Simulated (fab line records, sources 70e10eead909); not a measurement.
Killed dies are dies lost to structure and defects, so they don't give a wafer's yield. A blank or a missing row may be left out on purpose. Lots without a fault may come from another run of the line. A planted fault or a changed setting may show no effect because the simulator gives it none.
Problem report in the 8D (eight disciplines) form, filled by code | flow nand_harc | the parts of the form that need people (team, actions taken, sign-off) are left out

1. THE PROBLEM
thk_nm at NHARC_A_ONON_D1_THK_MEAS_11 reads a mean of 1551 nm on 2 wafers of 2 lots; wafers without a fault read 997 nm with a standard deviation of 10. That is +55 standard deviations from the usual mean.
The step: measures by ellipsometry.
First seen on wafer L915.3, day 14 06:46, on film_metro-02. The record holds 41 wafers of 14 lots with a number at this step. Rule for "out", or "out of limits": more than 4 standard deviations from the usual mean. The other wafers with a number count as sound.

2. WHAT IT IS AND WHAT IT IS NOT
question                    | is                           | is not
which readings at this step | thk_nm                       | -
which lots                  | L915, L916                   | L900, L901, L902, L903, L904, L905, L917, L918, L920, L921, L922, L923
which wafers of those lots  | L915.3, L916.3               | L915.1, L916.1, L916.5
read on which gauges        | film_metro-01, film_metro-02 | -
when                        | from day 14 06:46            | up to then (19 sound wafers); but 20 sound wafers of L916, L917, L918, L920, L921, L922, L923 came after

3. SUSPECTS, AND WHAT RULES EACH OUT
Counting: a tool at a process step up to the reading stays a suspect if it ran every lot that is out. Sound lots after the first of them don't rule it out here, since some wafers of a struck lot are sound.
- the gauge at NHARC_A_ONON_D1_THK_MEAS_11: ruled out. The wafers that are out were read on 2 gauges (film_metro-01, film_metro-02).
- pecvd_onon-02 at NHARC_A_ONON_D1_DEP_09 (target thk 1000 nm): kept. It ran every lot that is out, first L915 (day 14 06:15); its last sound lot up to then is L902 (day 8 10:35).
Left after counting: pecvd_onon-02 at NHARC_A_ONON_D1_DEP_09.

4. THE CAUSE (what the simulator had put in)
Process parameter drift: pecvd_onon-02, from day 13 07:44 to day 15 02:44, at NHARC_A_ONON_D1_DEP_09. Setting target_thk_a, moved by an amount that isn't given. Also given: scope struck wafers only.
Counting left only this tool.

5. THE CHAIN OF EFFECTS, in route order
Each row: a reading whose mean over the struck wafers that have a number lies more than 3 standard deviations from the usual. Only readings for which the record gives a usual standard deviation are gone through. hours: the time from each lot's start at the first step in this table that gives one to its start at this step, as a median over the lots. sigmas: the change in usual standard deviations.
hours | step                        | reading         | usual  | on struck wafers | change | sigmas
0     | NHARC_A_ONON_D1_THK_MEAS_11 | thk_nm          | 997 nm | 1551             | +554   | +55
385   | NHARC_END_SORT_01           | killed_at_array | 55     | 672              | +617   | +31
385   | NHARC_END_SORT_01           | killed_dies     | 60     | 677              | +617   | +32

6. WHAT WOULD HAVE CAUGHT IT SOONER
In this record the first reading out of limits at a measuring or inspecting step was taken at day 14 06:46, 23 hours after the fault began at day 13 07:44.
Of the lots that are out (2), L916 began NHARC_A_ONON_D1_DEP_09 on pecvd_onon-02 after day 14 06:46. A hold on the tool at that time would have spared it.
